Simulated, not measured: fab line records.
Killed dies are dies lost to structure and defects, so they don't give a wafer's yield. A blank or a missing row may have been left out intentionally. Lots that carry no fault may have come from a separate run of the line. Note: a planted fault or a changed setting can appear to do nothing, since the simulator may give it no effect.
Matching of chambers + flow nandHarc + 4 sister chambers for NHARC_P_BONDPAD_ETCH_37 on rieDiel-06
The step etches the open film in N2/H2, target depth 60 nm, overetch 18 nm, time 65.91 s. 8 wafers are shown with their chamber, then 8 later ones without.

## EACH WAFER AND ITS CHAMBER
| wafer  | chamber | showerheadPlenumPTorr (Torr) | rfVppV (V) |
|--------|---------|------------------------------|------------|
| L224.6 | 1       | 2.05                         | 429.8      |
| L230.4 | 1       | 2.04                         | 432.0      |
| L231.4 | 0       | 1.92                         | 428.1      |
| L231.6 | 2       | 2.12                         | 432.6      |
| L238.1 | 2       | 2.12                         | 431.2      |
| L238.2 | 3       | 1.95                         | 428.7      |
| L238.4 | 0       | 1.92                         | 428.4      |
| L236.3 | 3       | 1.95                         | 428.2      |

## WAFERS WITH NO CHAMBER GIVEN
| wafer  | showerheadPlenumPTorr (Torr) | rfVppV (V) |
|--------|------------------------------|------------|
| L236.5 | 1.95                         | 428.5      |
| L236.6 | 2.12                         | 433.4      |
| L239.2 | 2.04                         | 431.5      |
| L239.4 | 1.92                         | 427.3      |
| L239.5 | 1.95                         | 427.2      |
| L241.1 | 2.04                         | 430.0      |
| L241.2 | 2.12                         | 431.4      |
| L241.3 | 1.92                         | 427.1      |

## WHICH CHAMBER EACH WENT THROUGH
| wafer  | from the rows above | in truth |
|--------|---------------------|----------|
| L236.5 | 3                   | 3        |
| L236.6 | 2                   | 2        |
| L239.2 | 1                   | 1        |
| L239.4 | 0                   | 0        |
| L239.5 | 3                   | 3        |
| L241.1 | 1                   | 1        |
| L241.2 | 2                   | 2        |
| L241.3 | 0                   | 0        |
Correct placement for 8 of the 8. From these rows, 0 cannot be placed. 0 placed wrongly.
How it was worked out, from the rows above alone: a wafer's distance from a chamber is the root of the sum, over the readings, of the square of ((its reading less the chamber's mean) divided by the reading's scatter). The wafer belongs to the nearest chamber; if the next one is less than 2 further off, it can't be placed. A chamber's mean is the mean of its shown wafers. How the scatter is found: for the shown wafers, subtract from each reading the mean of its chamber, square and add these, divide the total by (wafers less chambers), then take the root.
